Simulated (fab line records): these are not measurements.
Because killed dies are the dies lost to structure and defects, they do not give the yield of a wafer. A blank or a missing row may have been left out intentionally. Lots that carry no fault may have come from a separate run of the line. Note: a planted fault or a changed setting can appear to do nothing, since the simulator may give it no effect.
Chamber matching :: flow n5 finfet :: N5_BEOL_M0_SAQP_SPACER1_ALD_98 on ald sin-03: 4 sister chambers
The step deposits SiO2, target thk 12.8 nm, pulse time 1 s, purge time 2 s. 4 wafers are shown with their chamber, then 11 later ones without.

WAFERS, EACH WITH ITS CHAMBER
wafer: L085.5
chamber: 1
heater power w (W): 401

wafer: L089.5
chamber: 3
heater power w (W): 502

wafer: L089.6
chamber: 0
heater power w (W): 456

wafer: L091.1
chamber: 2
heater power w (W): 399

WAFERS WITH NO CHAMBER GIVEN
wafer: L091.2
heater power w (W): 494

wafer: L091.6
heater power w (W): 489

wafer: L092.1
heater power w (W): 409

wafer: L092.3
heater power w (W): 488

wafer: L092.4
heater power w (W): 474

wafer: L094.1
heater power w (W): 469

wafer: L094.2
heater power w (W): 483

wafer: L094.3
heater power w (W): 388

wafer: L096.2
heater power w (W): 404

wafer: L096.4
heater power w (W): 471

wafer: L096.5
heater power w (W): 396

EACH ONE'S CHAMBER
wafer: L091.2
from the rows above: 3
in truth: 3

wafer: L091.6
from the rows above: can't be placed: 3 or 0
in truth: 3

wafer: L092.1
from the rows above: can't be placed: 1 or 2
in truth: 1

wafer: L092.3
from the rows above: can't be placed: 3 or 0
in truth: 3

wafer: L092.4
from the rows above: can't be placed: 0 or 3
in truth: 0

wafer: L094.1
from the rows above: can't be placed: 0 or 3
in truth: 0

wafer: L094.2
from the rows above: can't be placed: 3 or 0
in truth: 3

wafer: L094.3
from the rows above: can't be placed: 2 or 1
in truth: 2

wafer: L096.2
from the rows above: can't be placed: 1 or 2
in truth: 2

wafer: L096.4
from the rows above: can't be placed: 0 or 3
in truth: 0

wafer: L096.5
from the rows above: can't be placed: 2 or 1
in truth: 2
1 of 11 placed correctly. These rows do not allow placing 10 (true chamber among the candidates in 10). Wrongly placed: 0.
How it was worked out, from the rows above alone: a wafer's distance from a chamber is the root of the sum, over the readings, of the square of ((its reading less the chamber's mean) divided by the reading's scatter). If the next closest chamber is less than 2 further off than the closest, the wafer can't be placed; otherwise it belongs to the closest. A chamber's mean is the mean of its shown wafers. The scatter: root of mean squared gap, hidden wafer to nearest shown wafer, with one shown wafer a chamber.
